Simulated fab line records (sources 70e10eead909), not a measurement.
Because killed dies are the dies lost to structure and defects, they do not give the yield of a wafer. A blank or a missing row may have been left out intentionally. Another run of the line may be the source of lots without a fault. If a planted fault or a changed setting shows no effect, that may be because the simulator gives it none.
Check for tools in common | flow nand-harc | 2 lots and 6 wafers in the sample

WHY IT WAS OPENED
On 2 of the 2 lots, a flag is raised at NHARC_END_SORT_01 on the reading killed-dies. Fault-free wafers read 31, with a standard deviation of 9.7.
Rule: a lot is flagged in two cases, either no wafer of it has a number, or all its wafers with numbers fall more than 4 standard deviations from that mean. As for the other lots, they are considered sound.

lot  | measured     | on        | killed-dies, wafer by wafer | flag
L749 | day 22 00:55 | prober-01 | 97 87 85                    | FLAGGED
L750 | day 22 10:20 | prober-01 | 94 92 99                    | FLAGGED
On average the flagged lots' numbers are 92, which is +61 against the usual, or +6 standard deviations.

WHICH TOOL RAN EACH LOT
4 process steps preceding the reading are held in the record, out of 1159 steps in the route. Every cell lists first the tool, next ch and the chambers used by the sampled wafers, and last the start.
lot  | flag    | NHARC_A_CONTACT_ETCH_117             | NHARC_A_BONDPAD_PVD_17                  | NHARC_THIN_TSV_CMP_01         | NHARC_THIN_TSV_DESCUM_35
L749 | FLAGGED | har-cap-etch-01 ch 0,1, day 19 07:37 | pvd-sputter-03, day 21 10:26 or earlier | cmp-01 ch 0,2,3, day 21 10:26 | rie-diel-06 ch 1,2,3, day 21 17:47
L750 | FLAGGED | har-cap-etch-01 ch 0,1, day 19 11:27 | pvd-sputter-02, day 21 08:02 or earlier | cmp-03 ch 2,3, day 21 08:02   | rie-diel-10 ch 2,3, day 21 15:20
What is done by these steps:
- NHARC_A_CONTACT_ETCH_117: etches the open film in C4F8/O2/Ar, time 94 s, target depth 922 nm.
- NHARC_A_BONDPAD_PVD_17: deposits TaN, target thk 5 nm, time 8.06 s.
- NHARC_THIN_TSV_CMP_01: polishes.
- NHARC_THIN_TSV_DESCUM_35: chemistry O2, time 3 s.
- NHARC_END_SORT_01

FLAGGED AGAINST TOTAL, ONE TOOL AT A TIME (gauges that did the reading follow at the end)
step                     | tool            | lots run | flagged | share of the flagged lots | sound lots run after its first flagged lot
NHARC_A_CONTACT_ETCH_117 | har-cap-etch-01 | 2        | 2       | all                       | 0
NHARC_A_BONDPAD_PVD_17   | pvd-sputter-02  | 1        | 1       | some                      | 0
NHARC_A_BONDPAD_PVD_17   | pvd-sputter-03  | 1        | 1       | some                      | 0
NHARC_THIN_TSV_CMP_01    | cmp-01          | 1        | 1       | some                      | 0
NHARC_THIN_TSV_CMP_01    | cmp-03          | 1        | 1       | some                      | 0
NHARC_THIN_TSV_DESCUM_35 | rie-diel-06     | 1        | 1       | some                      | 0
NHARC_THIN_TSV_DESCUM_35 | rie-diel-10     | 1        | 1       | some                      | 0
NHARC_END_SORT_01        | prober-01       | 2        | 2       | all                       | 0
NHARC_A_BONDPAD_PVD_17 gives no start for some lots, so the hours and the order of its lots are those of NHARC_THIN_TSV_CMP_01.

WHAT THE TABLE PERMITS
2 rows of the table ran every flagged lot: har-cap-etch-01 at NHARC_A_CONTACT_ETCH_117, prober-01 at NHARC_END_SORT_01.
- har-cap-etch-01 at NHARC_A_CONTACT_ETCH_117: 2 of its 2 lots flagged. The start can't be narrowed down: in this sample, it ran no sound lot prior to its first flagged lot.
- prober-01 at NHARC_END_SORT_01: 2 of its 2 lots flagged. The start can't be narrowed down: in this sample, it ran no sound lot prior to its first flagged lot.
A lot count leaves these 2 tools indistinguishable: every one of them fits a fault beginning at some hour. More lots, or a look at what each step does to the wafer, might.

WHAT THE SIMULATOR HAD PUT IN
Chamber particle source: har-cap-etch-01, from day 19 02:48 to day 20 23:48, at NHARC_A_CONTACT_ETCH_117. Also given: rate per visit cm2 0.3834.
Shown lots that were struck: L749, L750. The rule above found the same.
